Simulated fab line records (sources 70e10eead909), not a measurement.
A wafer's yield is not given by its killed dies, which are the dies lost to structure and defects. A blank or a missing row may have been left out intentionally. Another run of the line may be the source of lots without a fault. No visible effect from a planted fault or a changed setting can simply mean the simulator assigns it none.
Chamber matching | flow nand_harc | NHARC_A_STAIRCASE_DESCUM_252 on rie_diel-02: 4 sister chambers
The step chemistry O2, time 3 s. 4 wafers are shown with their chamber, then 8 later ones without.

## WAFERS WITH THEIR CHAMBER
wafer  | chamber | drypump_motor_current_A (A)
L080.3 | 0       | 6.3
L082.1 | 3       | 6.5
L082.2 | 2       | 5.7
L087.1 | 1       | 5.1

## WAFERS MISSING THEIR CHAMBER
wafer  | drypump_motor_current_A (A)
L087.2 | 6.3
L087.4 | 6.5
L096.1 | 6.4
L096.2 | 5.6
L096.4 | 6.3
L097.1 | 6.5
L097.2 | 6.3
L097.4 | 5.1

## CHAMBER TAKEN BY EACH
wafer  | from the rows above     | in truth
L087.2 | 0                       | 0
L087.4 | 3                       | 3
L096.1 | can't be placed: 3 or 0 | 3
L096.2 | 2                       | 2
L096.4 | 0                       | 0
L097.1 | 3                       | 3
L097.2 | 0                       | 0
L097.4 | 1                       | 1
Placed correctly: 7 of 8. Cannot be placed on the basis of these rows: 1; the candidates contain the true chamber in 1. Number placed wrongly: 0.
How it was worked out, from the rows above alone: a wafer's distance from a chamber is the root of the sum, over the readings, of the square of ((its reading less the chamber's mean) divided by the reading's scatter). The wafer belongs to the nearest chamber; if the next one is less than 2 further off, it can't be placed. Each chamber's mean is taken over the wafers shown for it. The scatter: root of mean squared gap, hidden wafer to nearest shown wafer, with one shown wafer a chamber.
